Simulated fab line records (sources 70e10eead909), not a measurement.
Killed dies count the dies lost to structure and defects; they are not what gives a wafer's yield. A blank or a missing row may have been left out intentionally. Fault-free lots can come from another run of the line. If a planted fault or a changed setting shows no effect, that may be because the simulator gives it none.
fab line records :: flow nandHarc :: part 2 of 2: steps 21 to 32 of 32
record
  lots=5
  wafers=15
  lastDay=32
route steps=1302 shown A_CONTACT@1011
lots with no fault: from the same line, run without faults
startH: start of the lot's first displayed wafer, in hours after the record's first day :: waitH: hours from the lot's prior step to this one :: " as in the row above :: L1.1+2: several wafers, shown together as one row :: - no value, or no start was given :: * or withheld: withheld :: < > ~ a bound
route shown NAME@n: a module of which the file shows steps, and the number in the route of the first :: usual: average and standard deviation across the fault-free wafers :: same: alike in all rows :: chamber/n: place in a boat :: sites: readings site by site :: _std_site: standard deviation of those values :: _edge_site: mean of outer sites minus mean of inner sites :: radiusMm: for every site, how far away it sits from the centre of the wafer :: mask NAME#n: copy n :: behind: the tool/chamber that last shaped the wafer :: hold: what put the lot on hold/how long, in hours/how the hold closed :: device: which transistor (n, p or np) failed to switch :: end of line: the tests these same wafers got at the end of their route :: step lacking rows: just its recipe :: killed: dies lost to structure and defects at the first sort, not the wafer's yield :: map: dies across one wafer; x = killed, . = not, _ = none there
set.NAME: the setting that was run; set.NAME@STEP: the one run at that earlier step :: model.NAME: the simulator's own value behind a step, which no gauge read
lots at selected steps of the route; one table per step, one row per wafer
services: a tool's chamber out of use, with start hour (startH, from the record's first day; less than 0 if before it), hours out, and reason
## steps
# step NHARC_A_CONTACT_COAT_61
# recipe
  tempC=260
  timeS=75
lot.wafer: L078.1+3+4
tool: lithoTrack-04
chamber: 0
startH: -
waitH: -

lot.wafer: L083.2+4+6
tool: lithoTrack-04
chamber: 0
startH: -
waitH: -

lot.wafer: L087.3+4+6
tool: lithoTrack-06
chamber: 0
startH: -
waitH: -

lot.wafer: L088.2+5+6
tool: lithoTrack-01
chamber: 0
startH: -
waitH: -

lot.wafer: L094.1+4+6
tool: lithoTrack-06
chamber: 0
startH: -
waitH: -
# step NHARC_A_CONTACT_COAT_62
# recipe
  tempC=225
  timeS=65
lot.wafer: L078.1+3+4
tool: lithoTrack-04
chamber: 0
startH: -
waitH: -

lot.wafer: L083.2+4+6
tool: lithoTrack-04
chamber: 0
startH: -
waitH: -

lot.wafer: L087.3+4+6
tool: lithoTrack-06
chamber: 0
startH: -
waitH: -

lot.wafer: L088.2+5+6
tool: lithoTrack-01
chamber: 0
startH: -
waitH: -

lot.wafer: L094.1+4+6
tool: lithoTrack-06
chamber: 0
startH: -
waitH: -
# step NHARC_A_CONTACT_COAT_63
# recipe
  spinRpm=1500
  resistThkNm=90
# usual
  dispensePressureKPa=51/3.5
lot.wafer: L078.1
tool: lithoTrack-04
chamber: 0
startH: -
waitH: -
dispensePressureKPa: 49

lot.wafer: L078.3
tool: lithoTrack-04
chamber: 0
startH: -
waitH: -
dispensePressureKPa: 49

lot.wafer: L078.4
tool: lithoTrack-04
chamber: 0
startH: -
waitH: -
dispensePressureKPa: 49

lot.wafer: L083.2
tool: lithoTrack-04
chamber: 0
startH: -
waitH: -
dispensePressureKPa: 49

lot.wafer: L083.4
tool: lithoTrack-04
chamber: 0
startH: -
waitH: -
dispensePressureKPa: 49

lot.wafer: L083.6
tool: lithoTrack-04
chamber: 0
startH: -
waitH: -
dispensePressureKPa: 49

lot.wafer: L087.3
tool: lithoTrack-06
chamber: 0
startH: -
waitH: -
dispensePressureKPa: 56

lot.wafer: L087.4
tool: lithoTrack-06
chamber: 0
startH: -
waitH: -
dispensePressureKPa: 56

lot.wafer: L087.6
tool: lithoTrack-06
chamber: 0
startH: -
waitH: -
dispensePressureKPa: 56

lot.wafer: L088.2
tool: lithoTrack-01
chamber: 0
startH: -
waitH: -
dispensePressureKPa: 48

lot.wafer: L088.5
tool: lithoTrack-01
chamber: 0
startH: -
waitH: -
dispensePressureKPa: 48

lot.wafer: L088.6
tool: lithoTrack-01
chamber: 0
startH: -
waitH: -
dispensePressureKPa: 48

lot.wafer: L094.1
tool: lithoTrack-06
chamber: 0
startH: -
waitH: -
dispensePressureKPa: 56

lot.wafer: L094.4
tool: lithoTrack-06
chamber: 0
startH: -
waitH: -
dispensePressureKPa: 56

lot.wafer: L094.6
tool: lithoTrack-06
chamber: 0
startH: -
waitH: -
dispensePressureKPa: 56
# step NHARC_A_CONTACT_SOFTBAKE_64
# recipe
  tempC=105
  timeS=55
lot.wafer: L078.1+3+4
tool: lithoTrack-04
chamber: 0
startH: -
waitH: -

lot.wafer: L083.2+4+6
tool: lithoTrack-04
chamber: 0
startH: -
waitH: -

lot.wafer: L087.3+4+6
tool: lithoTrack-06
chamber: 0
startH: -
waitH: -

lot.wafer: L088.2+5+6
tool: lithoTrack-01
chamber: 0
startH: -
waitH: -

lot.wafer: L094.1+4+6
tool: lithoTrack-06
chamber: 0
startH: -
waitH: -
# step NHARC_A_CONTACT_EBR_65
lot.wafer: L078.1+3+4
tool: lithoTrack-04
chamber: 0
startH: -
waitH: -

lot.wafer: L083.2+4+6
tool: lithoTrack-04
chamber: 0
startH: -
waitH: -

lot.wafer: L087.3+4+6
tool: lithoTrack-06
chamber: 0
startH: -
waitH: -

lot.wafer: L088.2+5+6
tool: lithoTrack-01
chamber: 0
startH: -
waitH: -

lot.wafer: L094.1+4+6
tool: lithoTrack-06
chamber: 0
startH: -
waitH: -
# step NHARC_A_CONTACT_EXPOSE_66
# recipe
  na=1.35
  sigmaOuter=0.8
  doseMj=59.02
  maskId=A_CC_2
lot.wafer: L078.1+3+4
tool: arfiScanner-02
chamber: 0
startH: 532.73
waitH: -
mask: A_CC_2#0

lot.wafer: L083.2+4+6
tool: arfiScanner-03
chamber: 0
startH: 593.75
waitH: -
mask: A_CC_2#0

lot.wafer: L087.3+4+6
tool: arfiScanner-03
chamber: 0
startH: 638.97
waitH: -
mask: A_CC_2#0

lot.wafer: L088.2+5+6
tool: arfiScanner-02
chamber: 0
startH: 639.85
waitH: -
mask: A_CC_2#0

lot.wafer: L094.1+4+6
tool: arfiScanner-03
chamber: 0
startH: 694.54
waitH: -
mask: A_CC_2#0
# step NHARC_A_CONTACT_PEB_67
# recipe
  pebTempC=100
  pebTimeS=65
lot.wafer: L078.1+3+4
tool: lithoTrack-01
chamber: 0
startH: 532.79
waitH: 0.1

lot.wafer: L083.2+4+6
tool: lithoTrack-01
chamber: 0
startH: 593.81
waitH: 0.1

lot.wafer: L087.3+4+6
tool: lithoTrack-06
chamber: 0
startH: 639.02
waitH: 0.0

lot.wafer: L088.2+5+6
tool: lithoTrack-06
chamber: 0
startH: 639.90
waitH: 0.1

lot.wafer: L094.1+4+6
tool: lithoTrack-01
chamber: 0
startH: 694.60
waitH: 0.1
# step NHARC_A_CONTACT_DEVELOP_68
# recipe
  developTimeS=35
  devTempC=23
lot.wafer: L078.1+3+4
tool: lithoTrack-01
chamber: 0
startH: -
waitH: -

lot.wafer: L083.2+4+6
tool: lithoTrack-01
chamber: 0
startH: -
waitH: -

lot.wafer: L087.3+4+6
tool: lithoTrack-06
chamber: 0
startH: -
waitH: -

lot.wafer: L088.2+5+6
tool: lithoTrack-06
chamber: 0
startH: -
waitH: -

lot.wafer: L094.1+4+6
tool: lithoTrack-01
chamber: 0
startH: -
waitH: -
# step NHARC_A_CONTACT_CD_MEAS_69
# recipe
  targetCdNm=300
  landingEnergyEv=500
# usual
  cdNm=299.6/0.59
lot.wafer: L078.1
tool: cdSem-01
chamber: 0
startH: 532.87
waitH: -
cdNm: 299.1

lot.wafer: L078.3
tool: cdSem-01
chamber: 0
startH: 532.87
waitH: -
cdNm: 298.5

lot.wafer: L078.4
tool: cdSem-01
chamber: 0
startH: 532.87
waitH: -
cdNm: 299.1

lot.wafer: L083.2
tool: cdSem-03
chamber: 0
startH: 593.89
waitH: -
cdNm: 299.4

lot.wafer: L083.4
tool: cdSem-03
chamber: 0
startH: 593.89
waitH: -
cdNm: 299.3

lot.wafer: L083.6
tool: cdSem-03
chamber: 0
startH: 593.89
waitH: -
cdNm: 299.3

lot.wafer: L087.3
tool: cdSem-01
chamber: 0
startH: 639.10
waitH: -
cdNm: 299.2

lot.wafer: L087.4
tool: cdSem-01
chamber: 0
startH: 639.10
waitH: -
cdNm: 299.6

lot.wafer: L087.6
tool: cdSem-01
chamber: 0
startH: 639.10
waitH: -
cdNm: 298.7

lot.wafer: L088.2
tool: cdSem-01
chamber: 0
startH: 639.98
waitH: -
cdNm: 300.0

lot.wafer: L088.5
tool: cdSem-01
chamber: 0
startH: 639.98
waitH: -
cdNm: 299.9

lot.wafer: L088.6
tool: cdSem-01
chamber: 0
startH: 639.98
waitH: -
cdNm: 299.9

lot.wafer: L094.1
tool: cdSem-03
chamber: 0
startH: 694.68
waitH: -
cdNm: 299.9

lot.wafer: L094.4
tool: cdSem-03
chamber: 0
startH: 694.68
waitH: -
cdNm: 299.5

lot.wafer: L094.6
tool: cdSem-03
chamber: 0
startH: 694.68
waitH: -
cdNm: 298.5
# step NHARC_A_CONTACT_OVL_MEAS_70
# usual
  overlayXNm=0.1/0.63
  overlayYNm=-0.1/0.83
lot.wafer: L078.1
tool: overlay-01
chamber: -
startH: 532.95
waitH: -
overlayXNm: 0.6
overlayYNm: 0.1

lot.wafer: L078.3
tool: overlay-01
chamber: -
startH: 532.95
waitH: -
overlayXNm: 0.8
overlayYNm: -0.3

lot.wafer: L078.4
tool: overlay-01
chamber: -
startH: 532.95
waitH: -
overlayXNm: 0.6
overlayYNm: -0.6

lot.wafer: L083.2
tool: overlay-02
chamber: -
startH: 593.98
waitH: -
overlayXNm: 0.3
overlayYNm: -0.5

lot.wafer: L083.4
tool: overlay-02
chamber: -
startH: 593.98
waitH: -
overlayXNm: 0.2
overlayYNm: 0.1

lot.wafer: L083.6
tool: overlay-02
chamber: -
startH: 593.98
waitH: -
overlayXNm: 0.4
overlayYNm: -0.5

lot.wafer: L087.3
tool: overlay-01
chamber: -
startH: 639.19
waitH: -
overlayXNm: -0.4
overlayYNm: -1.1

lot.wafer: L087.4
tool: overlay-01
chamber: -
startH: 639.19
waitH: -
overlayXNm: -0.1
overlayYNm: -1.4

lot.wafer: L087.6
tool: overlay-01
chamber: -
startH: 639.19
waitH: -
overlayXNm: -0.2
overlayYNm: -1.7

lot.wafer: L088.2
tool: overlay-02
chamber: -
startH: 640.07
waitH: -
overlayXNm: -0.1
overlayYNm: 0.3

lot.wafer: L088.5
tool: overlay-02
chamber: -
startH: 640.07
waitH: -
overlayXNm: 0.6
overlayYNm: 0.0

lot.wafer: L088.6
tool: overlay-02
chamber: -
startH: 640.07
waitH: -
overlayXNm: 0.4
overlayYNm: 0.1

lot.wafer: L094.1
tool: overlay-01
chamber: -
startH: 694.77
waitH: -
overlayXNm: -0.6
overlayYNm: 0.2

lot.wafer: L094.4
tool: overlay-01
chamber: -
startH: 694.77
waitH: -
overlayXNm: -1.1
overlayYNm: 0.1

lot.wafer: L094.6
tool: overlay-01
chamber: -
startH: 694.77
waitH: -
overlayXNm: -1.2
overlayYNm: 0.6
# step NHARC_A_CONTACT_INSPECT_71
# usual
  rawDefectCount=90/49
lot.wafer: L078.1
tool: defectInspect-02
chamber: -
startH: 532.99
waitH: 0.0
rawDefectCount: 157

lot.wafer: L078.3
tool: defectInspect-02
chamber: -
startH: 532.99
waitH: 0.0
rawDefectCount: 161

lot.wafer: L078.4
tool: defectInspect-02
chamber: -
startH: 532.99
waitH: 0.0
rawDefectCount: 149

lot.wafer: L083.2
tool: defectInspect-01
chamber: -
startH: 594.01
waitH: 0.0
rawDefectCount: 103

lot.wafer: L083.4
tool: defectInspect-01
chamber: -
startH: 594.01
waitH: 0.0
rawDefectCount: 86

lot.wafer: L083.6
tool: defectInspect-01
chamber: -
startH: 594.01
waitH: 0.0
rawDefectCount: 96

lot.wafer: L087.3
tool: defectInspect-02
chamber: -
startH: 639.23
waitH: 0.0
rawDefectCount: 48

lot.wafer: L087.4
tool: defectInspect-02
chamber: -
startH: 639.23
waitH: 0.0
rawDefectCount: 41

lot.wafer: L087.6
tool: defectInspect-02
chamber: -
startH: 639.23
waitH: 0.0
rawDefectCount: 59

lot.wafer: L088.2
tool: defectInspect-02
chamber: -
startH: 640.11
waitH: 0.0
rawDefectCount: 57

lot.wafer: L088.5
tool: defectInspect-02
chamber: -
startH: 640.11
waitH: 0.0
rawDefectCount: 56

lot.wafer: L088.6
tool: defectInspect-02
chamber: -
startH: 640.11
waitH: 0.0
rawDefectCount: 61

lot.wafer: L094.1
tool: defectInspect-02
chamber: -
startH: 694.81
waitH: 0.0
rawDefectCount: 36

lot.wafer: L094.4
tool: defectInspect-02
chamber: -
startH: 694.81
waitH: 0.0
rawDefectCount: 33

lot.wafer: L094.6
tool: defectInspect-02
chamber: -
startH: 694.81
waitH: 0.0
rawDefectCount: 29
# step NHARC_A_CONTACT_DESCUM_74
# recipe
  timeS=3
  o2FlowSccm=200
  arFlowSccm=0
  biasPowerW=0
  chemistry=O2
# usual
  chamberPressureMTorr=60.00/0.053
  drypumpMotorCurrentA=5.8/0.4
  oesProductAu=0.999/0.014
  rfVppV=57.8/0.97
  showerheadPlenumPTorr=1.94/0.082
  throttleValvePct=11.311/0.0092
lot.wafer: L078.3
tool: rieDiel-02
chamber: 0
startH: 533.06
waitH: 0.1
chamberPressureMTorr: 59.97
drypumpMotorCurrentA: 5.5
oesProductAu: 0.998
rfHoursCounterH: 25
rfVppV: 58.4
showerheadPlenumPTorr: 1.97
throttleValvePct: 11.320

lot.wafer: L078.1
tool: rieDiel-02
chamber: 1
startH: 533.06
waitH: 0.1
chamberPressureMTorr: 60.14
drypumpMotorCurrentA: 5.2
oesProductAu: 1.017
rfHoursCounterH: 17
rfVppV: 58.7
showerheadPlenumPTorr: 1.91
throttleValvePct: 11.301

lot.wafer: L078.4
tool: rieDiel-02
chamber: 2
startH: 533.06
waitH: 0.1
chamberPressureMTorr: 60.03
drypumpMotorCurrentA: 5.9
oesProductAu: 1.013
rfHoursCounterH: 25
rfVppV: 58.2
showerheadPlenumPTorr: 1.83
throttleValvePct: 11.303

lot.wafer: L083.4
tool: rieDiel-03
chamber: 3
startH: 594.09
waitH: 0.1
chamberPressureMTorr: 60.00
drypumpMotorCurrentA: 5.9
oesProductAu: 0.999
rfHoursCounterH: 37
rfVppV: 59.4
showerheadPlenumPTorr: 2.00
throttleValvePct: 11.308

lot.wafer: L083.2
tool: rieDiel-03
chamber: 0
startH: 594.09
waitH: 0.1
chamberPressureMTorr: 59.91
drypumpMotorCurrentA: 6.1
oesProductAu: 1.027
rfHoursCounterH: 38
rfVppV: 56.1
showerheadPlenumPTorr: 1.85
throttleValvePct: 11.297

lot.wafer: L083.6
tool: rieDiel-03
chamber: 2
startH: 594.09
waitH: 0.1
chamberPressureMTorr: 60.04
drypumpMotorCurrentA: 6.0
oesProductAu: 0.997
rfHoursCounterH: -
rfVppV: 56.7
showerheadPlenumPTorr: 1.81
throttleValvePct: 11.300

lot.wafer: L087.4
tool: rieDiel-02
chamber: 3
startH: 639.29
waitH: 0.1
chamberPressureMTorr: 59.99
drypumpMotorCurrentA: 5.5
oesProductAu: 0.987
rfHoursCounterH: 10
rfVppV: 58.4
showerheadPlenumPTorr: 2.00
throttleValvePct: 11.314

lot.wafer: L087.3
tool: rieDiel-02
chamber: 1
startH: 639.29
waitH: 0.1
chamberPressureMTorr: 60.12
drypumpMotorCurrentA: 5.2
oesProductAu: 1.010
rfHoursCounterH: 10
rfVppV: 59.3
showerheadPlenumPTorr: 1.90
throttleValvePct: 11.317

lot.wafer: L087.6
tool: rieDiel-02
chamber: 3
startH: 639.29
waitH: 0.1
chamberPressureMTorr: 59.90
drypumpMotorCurrentA: 5.5
oesProductAu: 0.996
rfHoursCounterH: -
rfVppV: 58.2
showerheadPlenumPTorr: 2.00
throttleValvePct: 11.314

lot.wafer: L088.2
tool: rieDiel-13
chamber: 2
startH: 640.27
waitH: 0.2
chamberPressureMTorr: 60.04
drypumpMotorCurrentA: 6.5
oesProductAu: 1.010
rfHoursCounterH: 38
rfVppV: 57.4
showerheadPlenumPTorr: 1.88
throttleValvePct: 11.304

lot.wafer: L088.6
tool: rieDiel-13
chamber: 3
startH: 640.27
waitH: 0.2
chamberPressureMTorr: 60.02
drypumpMotorCurrentA: 5.6
oesProductAu: 0.989
rfHoursCounterH: -
rfVppV: 59.3
showerheadPlenumPTorr: 2.06
throttleValvePct: 11.309

lot.wafer: L088.5
tool: rieDiel-13
chamber: 2
startH: 640.27
waitH: 0.2
chamberPressureMTorr: 59.99
drypumpMotorCurrentA: 6.5
oesProductAu: 1.003
rfHoursCounterH: -
rfVppV: 58.5
showerheadPlenumPTorr: 1.88
throttleValvePct: 11.312

lot.wafer: L094.4
tool: rieDiel-02
chamber: 0
startH: 694.87
waitH: 0.1
chamberPressureMTorr: 60.06
drypumpMotorCurrentA: 5.5
oesProductAu: 0.980
rfHoursCounterH: 16
rfVppV: 57.5
showerheadPlenumPTorr: 1.96
throttleValvePct: 11.312

lot.wafer: L094.1
tool: rieDiel-02
chamber: 3
startH: 694.87
waitH: 0.1
chamberPressureMTorr: 59.96
drypumpMotorCurrentA: 5.5
oesProductAu: 1.016
rfHoursCounterH: 15
rfVppV: 57.7
showerheadPlenumPTorr: 2.00
throttleValvePct: 11.307

lot.wafer: L094.6
tool: rieDiel-02
chamber: 1
startH: 694.87
waitH: 0.1
chamberPressureMTorr: 60.00
drypumpMotorCurrentA: 5.3
oesProductAu: 1.008
rfHoursCounterH: -
rfVppV: 57.5
showerheadPlenumPTorr: 1.90
throttleValvePct: 11.337
## services
tool: lithoTrack-01
chamber: -
startH: 505.00
hours: 7.0
kind: pm

tool: rieDiel-02
chamber: 3
startH: 505.76
hours: 4.4
kind: repair

tool: rieDiel-13
chamber: 1
startH: 511.94
hours: 4.5
kind: repair

tool: rieDiel-13
chamber: -
startH: 519.68
hours: 9.0
kind: pm

tool: arfiScanner-03
chamber: -
startH: 527.13
hours: 0.3
kind: repair

tool: lithoTrack-06
chamber: -
startH: 529.00
hours: 7.0
kind: pm

tool: arfiScanner-03
chamber: -
startH: 531.80
hours: 0.4
kind: repair

tool: arfiScanner-03
chamber: -
startH: 540.01
hours: 4.0
kind: pm

tool: pecvd-03
chamber: -
startH: 547.50
hours: 13.0
kind: pm

tool: lithoTrack-04
chamber: -
startH: 553.00
hours: 7.0
kind: pm

tool: rieDiel-03
chamber: 3
startH: 568.58
hours: 8.0
kind: repair

tool: rieDiel-02
chamber: -
startH: 570.79
hours: 9.0
kind: pm

tool: pecvd-03
chamber: 2
startH: 596.29
hours: 3.0
kind: repair

tool: arfiScanner-03
chamber: -
startH: 599.88
hours: 2.0
kind: repair

tool: rieDiel-13
chamber: 0
startH: 613.37
hours: 7.5
kind: repair

tool: rieDiel-03
chamber: 1
startH: 628.30
hours: 3.7
kind: repair

tool: rieDiel-13
chamber: 0
startH: 632.18
hours: 10.7
kind: repair

tool: harCapEtch-03
chamber: -
startH: 633.64
hours: 0.5
kind: repair

tool: rieDiel-03
chamber: -
startH: 637.51
hours: 9.0
kind: pm

tool: rieDiel-13
chamber: 1
startH: 639.12
hours: 3.0
kind: repair

tool: pecvd-03
chamber: -
startH: 640.59
hours: 1.1
kind: repair

tool: rieDiel-02
chamber: 0
startH: 646.66
hours: 9.8
kind: repair

tool: rieDiel-02
chamber: 3
startH: 671.29
hours: 9.8
kind: repair

tool: lithoTrack-01
chamber: -
startH: 680.00
hours: 7.0
kind: pm
